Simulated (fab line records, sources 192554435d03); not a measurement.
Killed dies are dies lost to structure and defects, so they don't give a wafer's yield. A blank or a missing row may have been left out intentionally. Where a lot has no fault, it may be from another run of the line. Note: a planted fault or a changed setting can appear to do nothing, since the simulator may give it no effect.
Chamber matching -- flow n5_finfet -- 3 sister chambers for N5_BEOL_M7_CURE_74 on uv_cure-03
The step cures SiCOH lowk, time 240 s. 3 wafers are shown with their chamber, then 8 later ones without.

## EACH WAFER AND ITS CHAMBER
wafer,chamber,wafer_temp_C_max
L080.6,1,386.7
L082.5,2,385.9
L088.1,0,387.4

## WAFERS MISSING THEIR CHAMBER
wafer,wafer_temp_C_max
L088.2,387.1
L088.3,387.4
L088.4,387.9
L088.5,386.8
L088.6,386.9
L090.3,386.5
L090.4,387.0
L090.5,386.6

## CHAMBER TAKEN BY EACH
wafer,from the rows above,in truth
L088.2,can't be placed: 0 or 1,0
L088.3,0,0
L088.4,0,0
L088.5,can't be placed: 1 or 0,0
L088.6,can't be placed: 1 or 0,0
L090.3,can't be placed: 1 or 2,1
L090.4,can't be placed: 1 or 0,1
L090.5,1,1
Correct placement for 3 of the 8. Cannot be placed on the basis of these rows: 5; the candidates contain the true chamber in 5. 0 placed wrongly.
How it was worked out, from the rows above alone: a wafer's distance from a chamber is the root of the sum, over the readings, of the square of ((its reading less the chamber's mean) divided by the reading's scatter). The wafer belongs to the nearest chamber; if the next one is less than 2 further off, it can't be placed. The mean given for a chamber averages the wafers shown for that chamber. The scatter: root of mean squared gap, hidden wafer to nearest shown wafer, with one shown wafer a chamber.
